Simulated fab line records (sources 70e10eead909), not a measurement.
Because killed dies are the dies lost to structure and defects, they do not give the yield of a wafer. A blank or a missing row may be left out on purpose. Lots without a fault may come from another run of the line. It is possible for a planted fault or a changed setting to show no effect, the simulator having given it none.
Struck lot and sound lot, side by side + flow nandHarc + 40 steps out of a route of 1159
Sound: the wafers L155.2, L155.3, L155.4. Struck: wafer L172.1 (L172.2, L172.3, from the same lot, were not struck and are left out); the cause is given at the end.
Order at every step that has rows: each side's tool, ch and its chambers, its first start. Under that, the readings that differ: sound wafers + struck wafers + difference of the means + sigmas: that difference in standard deviations of wafers without a fault.
alike: words and numbers the same on both sides, and readings whose means are apart by under 2 such deviations; not compared: readings that were withheld, readings missing a value for some wafer, numbers with overlapping values and no deviation given by the record, and bounds like >300 which may hide the same value.
The two part at a step that has a row with sigmas, a row that says differs or no value, or rows on one side only. Non-overlapping numbers with no deviation appear without sigmas and do not part them. A reading that every wafer of one side lacks parts them only if that side has two wafers or more.

first, 1 step without rows for these wafers: NHARC_P_M1_DEVELOP_08 (develop time 35 s).
NHARC_P_M1_CD_MEAS_09 targets a cd of 130 nm.
  sound on cdSem-03 ch 0, day 8 15:15; struck on cdSem-03 ch 0, day 10 06:05
| reading   | sound             | struck | difference | sigmas |
|-----------|-------------------|--------|------------|--------|
| cdNm (nm) | 128.7 128.1 128.4 | 130.6  | +2.2       | +3     |
NHARC_P_M1_OVL_MEAS_10: pitch 260 nm.
  sound on overlay-02 at day 8 15:20; struck on overlay-01 at day 10 06:10
  alike: overlayXNm, overlayYNm
NHARC_P_M1_INSPECT_11:
  sound on defectInspect-02 at day 8 15:22; struck on defectInspect-01 at day 10 06:13
  alike: rawDefectCount
then, 3 steps without rows for these wafers: NHARC_P_M1_DESCUM_14 (chemistry O2, time 3 s); NHARC_P_M1_ETCH_35 (etches the open film in N2/H2, target depth 40 nm, overetch 12 nm, time 43.94 s); NHARC_P_M1_ETCH_15 (etches the open film in C4F8/Ar, target depth 182.5 nm, time 91.2 s).
NHARC_P_M1_CD_MEAS_16:
  sound on cdSem-02 at day 8 15:45; struck on cdSem-01 at day 10 06:34
| reading   | sound             | struck | difference | sigmas |
|-----------|-------------------|--------|------------|--------|
| cdNm (nm) | 129.2 128.1 129.0 | 130.8  | +2.0       | +2     |
NHARC_P_M1_STRIP_18: strips in N2/H2.
  sound on rieDiel-13 ch 0,1,2, day 8 15:49; struck on rieDiel-10 ch 0, day 10 06:39
| reading             | sound             | struck | difference | sigmas |
|---------------------|-------------------|--------|------------|--------|
| oesProductAu (a.u.) | 0.992 1.002 0.989 | 1.016  | +0.022     | +2     |
| rfHoursCounterH (h) | 2.0 2.0 2.0       | 3.7    | +1.7       |        |
  alike: chamberPressureMTorr, drypumpMotorCurrentA, rfFwdPowerW, rfVppV, showerheadPlenumPTorr, throttleValvePct
then, 2 steps without rows for these wafers: NHARC_P_M1_ETCH_28 (etches the open film in CF4/N2, target depth 30 nm, time 72.99 s); NHARC_P_M1_STRIP_19 (strips in post etch residue remover, time 600 s).
NHARC_P_M1_DEGAS_29: time 60 s.
  sound on pvdSputter-02 at day 8 16:28; struck on pvdSputter-03 at day 10 07:19
  alike: heaterPowerW
NHARC_P_M1_PRE_CLEAN_30: time 30 s.
  sound on pvdSputter-02 at day 8 16:31; struck on pvdSputter-03 at day 10 07:23
  alike: heaterPowerW
then, 1 step without rows for these wafers: NHARC_P_M1_PVD_20 (deposits TaN, target thk 5 nm, time 8.06 s).
NHARC_P_M1_PVD_21: deposits Cu, target thk 30 nm, time 20.49 s.
  sound on pvdSputter-02; struck on pvdSputter-03
| reading              | sound          | struck | difference | sigmas |
|----------------------|----------------|--------|------------|--------|
| throttleValvePct (%) | 29.6 29.5 29.9 | 27.7   | -2.0       | -2     |
then, 3 steps without rows for these wafers: NHARC_P_M1_ECD_22 (material Cu, target thk 400 nm); NHARC_P_M1_ANNEAL_31 (time 90 s); NHARC_P_M1_CMP_23 (polishes, t overpolish 20 s, target thk 157.82 nm).
NHARC_P_M1_THK_MEAS_24: measures by xrf.
  sound on filmMetro-01 at day 8 17:52; struck on filmMetro-01 at day 10 08:58
  alike: thkNm
after that, 1 step had no rows for these wafers: NHARC_P_M1_SRD_25.
NHARC_P_M1_PRE_CLEAN_32: time 12 s.
  sound on pecvd-04 ch 1,2, day 8 18:05; struck on pecvd-01 ch 0, day 10 09:13
  alike: heaterPowerW, rfFwdPowerW
NHARC_P_M1_DEP_33: deposits SiCN, target thk 30 nm.
  sound on pecvd-04 ch 1,2, day 8 18:10; struck on pecvd-01 ch 0, day 10 09:17
  alike: heaterPowerW, rfFwdPowerW
then, 10 steps without rows for these wafers: NHARC_P_M2_DEP_00 (deposits SiOC, target thk 182.5 nm); NHARC_P_M2_DEHYDRATE_01 (time 120 s); NHARC_P_M2_HMDS_02 (time 30 s); NHARC_P_M2_COAT_34 (time 65 s); NHARC_P_M2_COAT_03 (resist thk 90 nm); NHARC_P_M2_SOFTBAKE_04 (time 55 s); NHARC_P_M2_EBR_05; NHARC_P_M2_EXPOSE_06 (exposes mask P M2, target cd 170 nm); NHARC_P_M2_PEB_07 (peb time 65 s); NHARC_P_M2_DEVELOP_08 (develop time 35 s).
NHARC_P_M2_CD_MEAS_09 targets a cd of 170 nm.
  sound on cdSem-03 ch 0, day 8 19:16; struck on cdSem-01 ch 0, day 10 10:31
  alike: cdNm
NHARC_P_M2_OVL_MEAS_10: pitch 340 nm.
  sound on overlay-02 at day 8 19:22; struck on overlay-02 at day 10 10:37
  alike: overlayXNm, overlayYNm
then, 3 steps without rows for these wafers: NHARC_P_M2_DESCUM_14 (chemistry O2, time 3 s); NHARC_P_M2_ETCH_35 (etches the open film in N2/H2, target depth 40 nm, overetch 12 nm, time 43.94 s); NHARC_P_M2_ETCH_15 (etches the open film in C4F8/Ar, target depth 182.5 nm, time 91.2 s).
NHARC_P_M2_CD_MEAS_16:
  sound on cdSem-02 at day 8 19:46; struck on cdSem-03 at day 10 11:01
  alike: cdNm
then, 1 step without rows for these wafers: NHARC_P_M2_STRIP_18 (strips in N2/H2).
-- break in the record here, with 17 days between the starts of the struck wafers on either side (left off in module P_M2, picked up again in module END, where the first step shown is number 1159 on the route) --
NHARC_END_SORT_01:
  sound on prober-01 ch 0, day 24 21:00; struck on prober-01 ch 0, day 27 10:24
| reading                | sound          | struck | difference | sigmas |
|------------------------|----------------|--------|------------|--------|
| defectLimitedYield (%) | 95.7 94.8 95.3 | 86.1   | -9.2       | -5     |
| killedAtPeriphery      | 2 1 0          | 65     | +64        | +28    |
| killedDies             | 29 35 32       | 94     | +62        | +5     |
| sort_bin_2_pct (%)     | 1.6 1.3 1.2    | 5.2    | +3.8       | +6     |
| sort_bin_3_pct (%)     | 0 0.30 0.15    | 4.28   | +4.13      | +20    |
| sortNPass              | 648 642 645    | 583    | -62        | -5     |
| sortRimYieldPct (%)    | 99.1 96.2 97.2 | 85.8   | -11.7      | -6     |
| sortYieldPct (%)       | 95.7 94.8 95.3 | 86.1   | -9.2       | -5     |
  alike: killedAtArray, killedAtOther, killedOpen, killedShort, sort_bin_4_pct

WHERE THEY PART
Earliest at NHARC_P_M1_CD_MEAS_09; latest, in this record, at NHARC_END_SORT_01.

WHY: what had been put in by the simulator
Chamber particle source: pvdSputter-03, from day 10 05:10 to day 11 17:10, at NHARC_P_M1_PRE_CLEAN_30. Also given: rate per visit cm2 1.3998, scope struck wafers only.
